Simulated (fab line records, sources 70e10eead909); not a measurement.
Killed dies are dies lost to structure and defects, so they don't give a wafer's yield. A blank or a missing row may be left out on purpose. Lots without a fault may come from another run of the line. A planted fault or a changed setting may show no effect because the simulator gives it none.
Chamber matching | flow nand_harc | NHARC_A_STAIRCASE_TRIM_229 on rie_diel-12: 4 sister chambers
The step chemistry O2, time 211.2 s. 20 wafers are shown with their chamber, then 10 later ones without.

WAFERS WITH THEIR CHAMBER
wafer  | chamber | drypump_motor_current_A (A) | showerhead_plenum_p_Torr (Torr) | oes_product_au (a.u.)
L078.1 | 1       | 5.8                         | 3.65                            | 0.994
L078.3 | 3       | 5.8                         | 3.28                            | 1.012
L078.5 | 0       | 5.9                         | 3.78                            | 0.989
L079.2 | 1       | 5.8                         | 3.64                            | 0.999
L079.5 | 2       | 6.3                         | 3.38                            | 1.004
L079.6 | 1       | 5.8                         | 3.64                            | 0.997
L080.1 | 1       | 5.8                         | 3.64                            | 0.994
L080.3 | 2       | 6.2                         | 3.38                            | 1.010
L080.5 | 3       | 5.8                         | 3.27                            | 1.005
L082.1 | 2       | 6.2                         | 3.38                            | 1.010
L082.4 | 0       | 5.9                         | 3.77                            | 0.995
L082.6 | 0       | 5.9                         | 3.77                            | 0.992
L083.2 | 1       | 5.8                         | 3.64                            | 0.977
L083.4 | 3       | 5.8                         | 3.81                            | 1.011
L083.6 | 2       | 6.2                         | 3.38                            | 1.002
L088.4 | 3       | 5.8                         | 3.80                            | 1.024
L088.5 | 3       | 5.8                         | 3.80                            | 1.014
L088.6 | 2       | 6.2                         | 3.37                            | 1.016
L089.1 | 2       | 6.2                         | 3.37                            | 1.012
L089.3 | 0       | 5.9                         | 3.76                            | 1.001

SIGNATURES (means of the wafers above)
reading                  | chamber 0 | chamber 1 | chamber 2 | chamber 3 | scatter within a chamber
drypump_motor_current_A  | 5.900     | 5.800     | 6.217     | 5.800     | 0.0228
showerhead_plenum_p_Torr | 3.7700    | 3.6420    | 3.3767    | 3.5920    | 0.145
oes_product_au           | 0.99425   | 0.99220   | 1.00900   | 1.01320   | 0.00666
Rule: a wafer's distance from a chamber is the root of the sum, over the readings, of the square of ((its reading less the chamber's mean) divided by the reading's scatter). The wafer belongs to the nearest chamber; if the next one is less than 2 further off, it can't be placed. The scatter: the root of (the sum of the squares of (reading less its chamber's mean) over the shown wafers, divided by (wafers less chambers)).

WAFERS WITHOUT THEIR CHAMBER
wafer  | drypump_motor_current_A (A) | showerhead_plenum_p_Torr (Torr) | oes_product_au (a.u.)
L089.6 | 5.8                         | 3.63                            | 0.987
L093.1 | 6.2                         | 3.36                            | 1.012
L093.2 | 5.9                         | 3.76                            | 0.997
L093.3 | 5.8                         | 3.62                            | 0.984
L094.1 | 5.9                         | 3.75                            | 0.983
L094.2 | 5.8                         | 3.62                            | 0.983
L094.4 | 6.2                         | 3.36                            | 1.013
L095.2 | 5.8                         | 3.79                            | 1.028
L095.3 | 5.9                         | 3.75                            | 0.996
L095.6 | 5.8                         | 3.62                            | 1.004

WHICH CHAMBER EACH WENT THROUGH
wafer  | from the rows above     | in truth
L089.6 | 1                       | 1
L093.1 | 2                       | 2
L093.2 | 0                       | 0
L093.3 | 1                       | 1
L094.1 | 0                       | 0
L094.2 | 1                       | 1
L094.4 | 2                       | 2
L095.2 | 3                       | 3
L095.3 | 0                       | 0
L095.6 | can't be placed: 3 or 1 | 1
Placed correctly: 9 of 10. Can't be placed from these rows: 1 (the true chamber is among the candidates in 1). Placed wrongly: 0.
